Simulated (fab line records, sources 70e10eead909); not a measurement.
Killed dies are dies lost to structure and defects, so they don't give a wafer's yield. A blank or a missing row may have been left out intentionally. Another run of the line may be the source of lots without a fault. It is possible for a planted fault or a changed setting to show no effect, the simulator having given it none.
fab line records	flow nandHarc
record lots=5	wafers=15	lastDay=24
route steps=1159 shown A_M1@1045 A_BONDPAD@1059 END@1159
lots that met no fault: from a run of the same line without faults
startH: hours from the record's first day to the start of the lot's first wafer shown	waitH: hours since the lot's step before	" repeats the value in the row above	L1.1+2: one row covering several wafers at once	- no value, or no start given	* or withheld: withheld	< > ~ a bound
route shown NAME@n: a module of which the file shows steps, and the number in the route of the first	usual: mean and standard deviation over wafers with no fault	same: alike in all rows	chamber/n: place in a boat	sites: per-site readings	_std_site: their standard deviation	_edge_site: outer sites' mean less inner sites'	radiusMm: for every site, how far away it sits from the centre of the wafer	mask NAME#n: copy n	behind: tool/chamber where the wafer was last shaped	hold: what put the lot on hold/how long, in hours/how the hold closed	device: whichever transistor did not switch (one of n, p or np)	end of line: the same wafers' tests at the end of the route	for a step that has no rows: nothing shown but its recipe	killed: at the first sort, the dies lost to defects and structure; wafer yield is something else	map: a wafer's dies, x killed, . not, _ none there
set.NAME: setting as actually run; set.NAME@STEP: the setting as run at that earlier step	model.NAME: the simulator's own value behind a step, which no gauge read
lots at some steps of the route; a table a step, a row a wafer
services: the hour from which a tool's chamber was out of use, counted from the record's first day as startH (under 0 if before that day), plus the number of hours and why
## steps
# step NHARC_A_M1_STRIP_19
# recipe timeS=600	tempC=30	chemistry=postEtchResidueRemover
# step NHARC_A_M1_DEGAS_29
# recipe tempC=250	timeS=60
# usual heaterPowerW=330/34
lot.wafer	tool	chamber	startH	waitH	heaterPowerW
L422.2	pvdSputter-01	-	428.68	-	388
L422.1	"	-	"	"	324
L422.4	"	-	"	"	305
L430.4	pvdSputter-02	-	477.18	-	319
L430.3	"	-	"	"	335
L430.2	"	-	"	"	317
L432.1	pvdSputter-01	-	485.41	-	382
L432.4	"	-	"	"	324
L432.6	"	-	"	"	376
L441.4	pvdSputter-02	-	520.83	-	314
L441.5	"	-	"	"	332
L441.6	"	-	"	"	306
L440.1	pvdSputter-03	-	523.69	-	298
L440.4	"	-	"	"	322
L440.2	"	-	"	"	422
# step NHARC_A_M1_PRE_CLEAN_30
# recipe timeS=30	tempC=280	gas=H2/He
# step NHARC_A_M1_PVD_20
# recipe targetThkA=50	biasV=168.6	powerW=15000	chamberPressurePa=0.12	timeS=8.06	substrateTempC=50	material=TaN
# step NHARC_A_M1_PVD_21
# recipe targetThkA=300	chamberPressurePa=5	powerW=5000	substrateTempC=30	timeS=20.49	material=Cu
# usual throttleValvePct=29.8/0.88
lot.wafer	tool	chamber	startH	waitH	throttleValvePct
L422.2	pvdSputter-01	-	-	-	30.4
L422.1	"	-	"	"	29.9
L422.4	"	-	"	"	30.7
L430.3	pvdSputter-02	-	-	-	29.8
L430.2	"	-	"	"	30.7
L430.4	"	-	"	"	31.1
L432.1	pvdSputter-01	-	-	-	30.9
L432.4	"	-	"	"	30.1
L432.6	"	-	"	"	28.5
L441.4	pvdSputter-02	-	-	-	29.9
L441.6	"	-	"	"	29.0
L441.5	"	-	"	"	30.0
L440.2	pvdSputter-03	-	-	-	29.8
L440.4	"	-	"	"	29.0
L440.1	"	-	"	"	27.9
# step NHARC_A_M1_ECD_22
# recipe targetThkA=4000	bathTempC=25	material=Cu
# step NHARC_A_M1_ANNEAL_31
# recipe tempC=225	timeS=90
# step NHARC_A_M1_CMP_23
# recipe tOverpolishS=20	targetThkNm=154.34
# step NHARC_A_M1_THK_MEAS_24
# recipe thkMeasGauge=xrf
# usual thkNm=154.6/1.4
lot.wafer	tool	chamber	startH	waitH	thkNm
L422.1	filmMetro-02	-	430.09	-	155.4
L422.2	"	-	"	"	154.2
L422.4	"	-	"	"	154.8
L430.2	filmMetro-01	-	478.58	-	153.2
L430.3	"	-	"	"	154.5
L430.4	"	-	"	"	155.8
L432.1	filmMetro-02	-	486.80	-	153.5
L432.4	"	-	"	"	155.3
L432.6	"	-	"	"	155.3
L441.4	filmMetro-01	-	522.39	-	153.6
L441.5	"	-	"	"	155.8
L441.6	"	-	"	"	153.1
L440.1	filmMetro-01	-	525.10	-	153.4
L440.2	"	-	"	"	155.1
L440.4	"	-	"	"	152.3
# step NHARC_A_M1_SRD_25
# step NHARC_A_M1_INSPECT_27
# usual rawDefectCount=429/130
lot.wafer	tool	chamber	startH	waitH	rawDefectCount
L422.1	defectInspect-02	-	430.25	0.0	346
L422.2	"	-	"	"	357
L422.4	"	-	"	"	290
L430.2	defectInspect-02	-	478.76	0.0	303
L430.3	"	-	"	"	416
L430.4	"	-	"	"	445
L432.1	defectInspect-02	-	486.99	0.0	692
L432.4	"	-	"	"	401
L432.6	"	-	"	"	339
L441.4	defectInspect-02	-	522.54	0.0	654
L441.5	"	-	"	"	415
L441.6	"	-	"	"	684
L440.1	defectInspect-01	-	525.26	0.0	405
L440.2	"	-	"	"	373
L440.4	"	-	"	"	534
# step NHARC_A_M1_PRE_CLEAN_32
# recipe timeS=12	tempC=370	rfPowerW=300	gas=NH3
# usual heaterPowerW=656/58
lot.wafer	tool	chamber	startH	waitH	heaterPowerW
L422.2	pecvd-02	1	430.31	0.1	739
L422.1	"	2	"	"	635
L422.4	"	1	"	"	683
L430.3	pecvd-02	0	479.46	0.7	564
L430.2	"	1	"	"	623
L430.4	"	1	"	"	619
L432.1	pecvd-03	1	487.08	0.1	646
L432.6	"	0	"	"	718
L432.4	"	1	"	"	617
L441.6	pecvd-03	0	523.05	0.5	598
L441.4	"	1	"	"	661
L441.5	"	2	"	"	724
L440.2	pecvd-03	1	525.34	0.1	711
L440.1	"	2	"	"	664
L440.4	"	2	"	"	662
# step NHARC_A_M1_DEP_33
# recipe targetThkA=300	tempC=370	targetThkNm=30	pressureTorr=3	flowSccm=200	rfW=450	material=SiCN
# step NHARC_A_BONDPAD_DEP_00
# recipe targetThkA=2500	tempC=370	targetThkNm=250	pressureTorr=3	flowSccm=200	rfW=450	material=SiCN
# step NHARC_A_BONDPAD_CMP_29
# recipe targetThkNm=200	material=SiCN
# step NHARC_A_BONDPAD_THK_MEAS_30
# recipe thkMeasGauge=ellipsometry
# usual thkNm=199.9/1.4
lot.wafer	tool	chamber	startH	waitH	thkNm
L422.1	filmMetro-01	-	431.60	0.2	198.7
L422.2	"	-	"	"	199.9
L422.4	"	-	"	"	198.7
L430.2	filmMetro-02	-	480.75	0.2	201.9
L430.3	"	-	"	"	201.5
L430.4	"	-	"	"	199.5
L432.1	filmMetro-01	-	488.35	0.2	199.4
L432.4	"	-	"	"	199.3
L432.6	"	-	"	"	197.0
L441.4	filmMetro-01	-	524.30	0.2	201.0
L441.5	"	-	"	"	199.0
L441.6	"	-	"	"	198.4
L440.1	filmMetro-02	-	526.62	0.1	197.0
L440.2	"	-	"	"	200.9
L440.4	"	-	"	"	199.2
# step NHARC_A_BONDPAD_SRD_31
# step NHARC_A_BONDPAD_DEHYDRATE_01
# recipe tempC=150	timeS=120
# step NHARC_A_BONDPAD_HMDS_02
# recipe timeS=30
# step NHARC_A_BONDPAD_COAT_33
# recipe tempC=200	timeS=65
# step NHARC_A_BONDPAD_COAT_03
# recipe spinRpm=2000	resistThkNm=600
# step NHARC_A_BONDPAD_SOFTBAKE_04
# recipe tempC=125	timeS=70
# step NHARC_A_BONDPAD_EBR_05
# step NHARC_A_BONDPAD_EXPOSE_06
# recipe na=0.55	doseMj=36.99	maskId=A_BPAD
# step NHARC_A_BONDPAD_PEB_07
# recipe pebTempC=128	pebTimeS=80
# step NHARC_A_BONDPAD_DEVELOP_08
# recipe timeS=50	devTempC=22
# step NHARC_A_BONDPAD_CD_MEAS_09
# recipe targetCdNm=500	landingEnergyEv=500
# usual cdNm=499.8/1.3
# same landingEnergyEv=500
lot.wafer	tool	chamber	startH	waitH	cdNm
L422.1	cdSem-02	0	432.06	-	498.2
L422.2	"	0	"	"	498.1
L422.4	"	0	"	"	499.6
L430.2	cdSem-02	0	481.34	-	499.3
L430.3	"	0	"	"	498.7
L430.4	"	0	"	"	501.2
L432.1	cdSem-03	0	488.95	-	499.0
L432.4	"	0	"	"	500.9
L432.6	"	0	"	"	498.7
L441.4	cdSem-03	0	524.88	-	499.0
L441.5	"	0	"	"	497.6
L441.6	"	0	"	"	498.6
L440.1	cdSem-03	0	527.18	-	500.4
L440.2	"	0	"	"	499.7
L440.4	"	0	"	"	499.7
# step NHARC_A_BONDPAD_OVL_MEAS_35
# usual overlayXNm=-1/7.3	overlayYNm=0/4.9
lot.wafer	tool	chamber	startH	waitH	overlayXNm	overlayYNm
L422.1	overlay-01	-	432.14	-	-10	1
L422.2	"	-	"	"	-8	2
L422.4	"	-	"	"	-8	2
L430.2	overlay-01	-	481.43	-	6	-8
L430.3	"	-	"	"	4	-8
L430.4	"	-	"	"	5	-9
L432.1	overlay-02	-	489.04	-	-5	-13
L432.4	"	-	"	"	-5	-12
L432.6	"	-	"	"	-5	-13
L441.4	overlay-01	-	524.96	-	-8	-1
L441.5	"	-	"	"	-8	-1
L441.6	"	-	"	"	-8	-1
L440.1	overlay-01	-	527.27	-	10	2
L440.2	"	-	"	"	11	2
L440.4	"	-	"	"	11	2
# step NHARC_A_BONDPAD_HARDBAKE_10
# recipe tempC=118	timeS=65
# step NHARC_A_BONDPAD_DESCUM_11
# recipe timeS=3	o2FlowSccm=200	arFlowSccm=0	biasPowerW=0	chemistry=O2
# usual drypumpMotorCurrentA=6.0/0.46	mfcArSccm=0.018/0.017	oesProductAu=0.998/0.0079	rfVppV=57.9/0.93	showerheadPlenumPTorr=1.93/0.089	throttleValvePct=11.310/0.0089
# same biasPowerW=0
lot.wafer	tool	chamber	startH	waitH	drypumpMotorCurrentA	mfcArSccm	oesProductAu	rfHoursCounterH	rfVppV	showerheadPlenumPTorr	throttleValvePct
L422.2	rieDiel-07	3	432.28	-	6.3	0.025	1.005	0	56.7	1.94	11.327
L422.4	"	0	"	"	5.4	0	0.999	0	58.6	1.79	11.322
L422.1	"	1	"	"	6.7	0	1.004	0	57.4	1.95	11.306
L430.4	rieDiel-07	0	481.55	-	5.4	0	1.007	1	56.4	1.80	11.335
L430.2	"	1	"	"	6.7	0	0.990	1	57.5	1.95	11.318
L430.3	"	2	"	"	5.8	0.039	0.995	2	58.0	2.06	11.305
L432.4	rieDiel-01	1	489.17	-	5.7	0	1.009	63	59.1	1.91	11.310
L432.1	"	3	"	"	6.2	0.026	1.004	65	58.0	1.98	11.318
L432.6	"	1	"	"	5.7	0	1.008	-	57.7	1.92	11.299
L441.4	rieDiel-07	3	525.11	-	6.3	0.025	0.992	4	59.1	1.94	11.303
L441.5	"	0	"	"	5.4	0	0.987	-	55.5	1.79	11.320
L441.6	"	1	"	"	6.7	0	0.987	-	57.6	1.95	11.306
L440.1	rieDiel-07	0	527.40	-	5.4	0	0.991	3	58.1	1.79	11.310
L440.4	"	1	"	"	6.7	0	0.997	3	58.3	1.95	11.299
L440.2	"	2	"	"	5.8	0.039	0.999	4	58.1	2.05	11.307
# step NHARC_A_BONDPAD_ETCH_34
# recipe targetDepthA=600	overetchA=180	timeS=65.91	ionEnergyEv=200	n2FlowSccm=150	h2FlowSccm=150	arFlowSccm=0	rfW=400	biasW=150	chemistry=N2/H2
# step NHARC_A_BONDPAD_ETCH_12
# recipe targetDepthA=2200	timeS=110	chf3FlowSccm=50	o2FlowSccm=10	arFlowSccm=200	rfW=500	biasW=200	chemistry=CHF3/O2
# step NHARC_A_BONDPAD_CD_MEAS_13
# usual cdNm=499.1/1.5
lot.wafer	tool	chamber	startH	waitH	cdNm
L422.1	cdSem-03	-	432.61	-	498.4
L422.2	"	-	"	"	497.9
L422.4	"	-	"	"	499.5
L430.2	cdSem-02	-	481.87	-	498.7
L430.3	"	-	"	"	499.0
L430.4	"	-	"	"	499.5
L432.1	cdSem-01	-	489.49	-	499.0
L432.4	"	-	"	"	500.5
L432.6	"	-	"	"	497.8
L441.4	cdSem-01	-	525.49	-	497.7
L441.5	"	-	"	"	497.4
L441.6	"	-	"	"	498.3
L440.1	cdSem-02	-	527.72	-	499.0
L440.2	"	-	"	"	498.6
L440.4	"	-	"	"	498.9
# step NHARC_A_BONDPAD_STRIP_15
# recipe o2FlowSccm=500	arFlowSccm=0	biasW=0	chemistry=O2
# step NHARC_A_BONDPAD_ETCH_24
# recipe targetDepthA=300	overEtchFrac=0.3	timeS=72.99	ionEnergyEv=150	cf4FlowSccm=50	n2FlowSccm=100	arFlowSccm=150	rfW=300	biasW=100	chemistry=CF4/N2
# usual drypumpMotorCurrentA=6.0/0.45	mfcArSccm=149.9/0.44	oesProductAu=0.998/0.0074	rfVppV=314.5/2.1	showerheadPlenumPTorr=2.65/0.12	throttleValvePct=19.794/0.0091
lot.wafer	tool	chamber	startH	waitH	drypumpMotorCurrentA	mfcArSccm	oesProductAu	rfHoursCounterH	rfVppV	showerheadPlenumPTorr	throttleValvePct
L422.1	rieDiel-07	1	-	-	6.6	150.4	1.001	0	316.0	2.67	19.780
L422.4	"	2	"	"	5.8	150.6	0.998	0	318.5	2.81	19.783
L422.2	"	3	"	"	6.3	150.4	1.000	0	315.6	2.67	19.796
L430.2	rieDiel-07	1	-	-	6.7	150.0	0.983	1	316.0	2.67	19.798
L430.3	"	3	"	"	6.3	150.4	0.999	2	313.8	2.67	19.796
L430.4	"	0	"	"	5.4	150.5	0.998	1	311.4	2.47	19.791
L432.4	rieDiel-07	1	-	-	6.7	150.4	1.003	2	314.6	2.67	19.808
L432.1	"	3	"	"	6.3	150.3	0.996	2	314.1	2.67	19.788
L432.6	"	2	"	"	5.8	149.0	1.002	-	317.9	2.81	19.782
L441.4	rieDiel-07	2	-	-	5.8	150.1	0.993	4	315.2	2.81	19.790
L441.6	"	3	"	"	6.3	149.7	0.989	-	314.6	2.66	19.801
L441.5	"	0	"	"	5.4	150.6	0.991	-	312.4	2.47	19.785
L440.2	rieDiel-07	3	-	-	6.3	149.6	0.995	4	315.5	2.66	19.795
L440.4	"	0	"	"	5.4	149.8	0.999	3	310.9	2.47	19.803
L440.1	"	1	"	"	6.7	150.1	0.993	3	315.2	2.67	19.805
# step NHARC_A_BONDPAD_STRIP_16
# recipe timeS=600	tempC=30	chemistry=postEtchResidueRemover
# step NHARC_A_BONDPAD_DEGAS_25
# recipe tempC=300	timeS=60
# step NHARC_A_BONDPAD_PRE_CLEAN_26
# recipe timeS=30	tempC=280	gas=H2/He
# step NHARC_A_BONDPAD_PVD_17
# recipe targetThkA=50	biasV=168.6	powerW=15000	chamberPressurePa=0.12	timeS=8.06	substrateTempC=50	material=TaN
# usual throttleValvePct=29.8/1
lot.wafer	tool	chamber	startH	waitH	throttleValvePct
L422.1	pvdSputter-02	-	-	-	30.5
L422.2	"	-	"	"	29.1
L422.4	"	-	"	"	29.8
L430.4	pvdSputter-03	-	-	-	29.2
L430.3	"	-	"	"	27.8
L430.2	"	-	"	"	30.0
L432.1	pvdSputter-01	-	-	-	30.2
L432.4	"	-	"	"	28.6
L432.6	"	-	"	"	29.9
L441.4	pvdSputter-03	-	-	-	30.4
L441.6	"	-	"	"	30.4
L441.5	"	-	"	"	30.0
L440.1	pvdSputter-01	-	-	-	29.7
L440.2	"	-	"	"	29.8
L440.4	"	-	"	"	29.0
# step NHARC_A_BONDPAD_PVD_27
# recipe targetThkA=300	chamberPressurePa=5	powerW=5000	substrateTempC=30	timeS=20.49	material=Cu
# step NHARC_A_BONDPAD_ECD_18
# recipe targetThkA=4000	bathTempC=25	material=Cu
# step NHARC_END_SORT_01
# recipe tempC=25
# usual defectLimitedYield=95.8/1.2	killedAtArray=24/7.4	killedAtOther=0.5/0.81	killedAtPeriphery=3.4/2.3	killedDies=28/8	killedOpen=3.4/1.8	killedShort=2.0/1.4	sort_bin_2_pct=1.3/0.54	sort_bin_3_pct=0.23/0.2	sort_bin_4_pct=2.7/0.77	sortNPass=649/8	sortRimYieldPct=94.2/2.7	sortYieldPct=95.8/1.2
# same grossDies=677	sort_bin_5_pct[%]=0	sort_bin_6_pct[%]=0	sort_bin_7_pct[%]=0	sort_bin_8_pct[%]=0	sortRimNGross=106.00
lot.wafer	tool	chamber	startH	waitH	defectLimitedYield[%]	killedAtArray	killedAtOther	killedAtPeriphery	killedDies	killedOpen	killedShort	sort_bin_2_pct[%]	sort_bin_3_pct[%]	sort_bin_4_pct[%]	sortNPass	sortRimYieldPct[%]	sortYieldPct[%]
L430.3	prober-02	0	526.46	3.1	88.6	74	1	2	77	4	4	4.4	2.07	4.9	600	84.9	88.6
L430.4	prober-02	0	527.26	3.4	95.7	27	0	2	29	4	1	1.5	0.15	2.7	648	92.5	95.7
# killed by level:class
L430.3 A_M1:unspecified=54 A_CHANNEL_HOLE_D1:chamberFilmFlake=6 A_STAIRCASE:chamberFilmFlake=6 A_ONON_D1:geometricParticle:short=2 A_ONON_D1:geometricParticle:open=2 P_STI:geometricParticle:short=1 A_WL_FILL:geometricParticle:open=1 A_M0:geometricParticle:short=1
L430.4 A_CHANNEL_HOLE_D1:chamberFilmFlake=17 A_STAIRCASE:chamberFilmFlake=6 A_M0:geometricParticle:open=2 P_GATE:geometricParticle:short=1 P_M2:geometricParticle:open=1 A_CHANNEL_FILL_D1:geometricParticle:open=1 A_ZERO_WELL:chamberFilmFlake=1
# map L430.3 (x killed, . not)
____________.____________
_________......._________
_______..........._______
______.............______
_____..............._____
____...x.............____
____.x...............____
___...................___
___.x.....x...........___
__.....................__
__....x................__
_......................._
_......................._
_......................._
_......................._
_.......x..............._
...x.....................
.........................
.........................
x.x............x.........
xxxx..............x......
_x..................xx.._
_..x........x........xx._
_.................xxxxxx_
_................xxxxxxx_
_x............x.xxxxxxxx_
__..............xxxxxxx__
__..............xxxxxxx__
___............x..xxxx___
___..............xxxxx___
____.............x.xx____
____..........x....xx____
_____..............x_____
______..........x..______
_______..........._______
_________......._________
____________.____________
# map L422.1 (x killed, . not)
____________.____________
_________......._________
_______...x.x....._______
______....x........______
_____..............._____
____.........x.......____
____.................____
___...................___
___............x......___
__.....................__
__.....................__
_...............x......._
_......................._
_..............x........_
_......................._
_......................._
...x............x........
.........................
.........................
.........................
.........................
_...........x..........._
_......................._
_...............x......._
_x......................_
_...................x..._
__.....................__
__.....................__
___...................___
___...................___
____............x....____
____.................____
_____..............._____
______........x....______
_______..........._______
_________......._________
____________.____________
## services
tool	chamber	startH	hours	kind
pecvd-03	-	416.29	0.8	repair
rieDiel-07	-	416.89	9.0	pm
rieDiel-07	0	416.89	9.0	ventCycle
rieDiel-07	1	416.89	9.0	ventCycle
rieDiel-07	2	416.89	9.0	ventCycle
rieDiel-07	3	416.89	9.0	ventCycle
rieDiel-07	0	425.89	-	clean
rieDiel-07	1	425.89	-	clean
rieDiel-07	2	425.89	-	clean
rieDiel-07	3	425.89	-	clean
rieDiel-07	1	434.35	2.5	repair
pvdSputter-01	-	437.04	1.4	repair
rieDiel-01	-	437.94	0.2	repair
pecvd-02	2	443.88	5.0	repair
rieDiel-07	0	446.39	13.2	repair
rieDiel-07	1	450.39	-	clean
rieDiel-07	2	450.39	-	clean
pvdSputter-03	-	458.00	10.0	pm
pecvd-03	-	473.28	13.0	pm
rieDiel-01	0	490.11	22.5	repair
rieDiel-01	-	491.99	9.0	pm
pvdSputter-01	-	503.72	3.3	repair
pvdSputter-01	-	514.01	10.0	pm
pecvd-02	-	515.04	13.0	pm
## key
firstSign step=NHARC_END_SORT_01	reading=killedAtArray	direction=up	sigmas=6.7	usual=24	struck=74
effect step=NHARC_END_SORT_01	reading=killedDies	direction=up	sigmas=6.1	usual=28	struck=77
moreKillsBornAt NHARC_A_M1_PRE_CLEAN_32@pecvd-02=54
metAt NHARC_A_M1_PRE_CLEAN_32
struckWafers L430.3
fault kind=chamberParticleSource	tool=pecvd-02	chamber=0	onsetH=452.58	steps=NHARC_A_M1_PRE_CLEAN_32	ratePerVisitCm2=0.40752
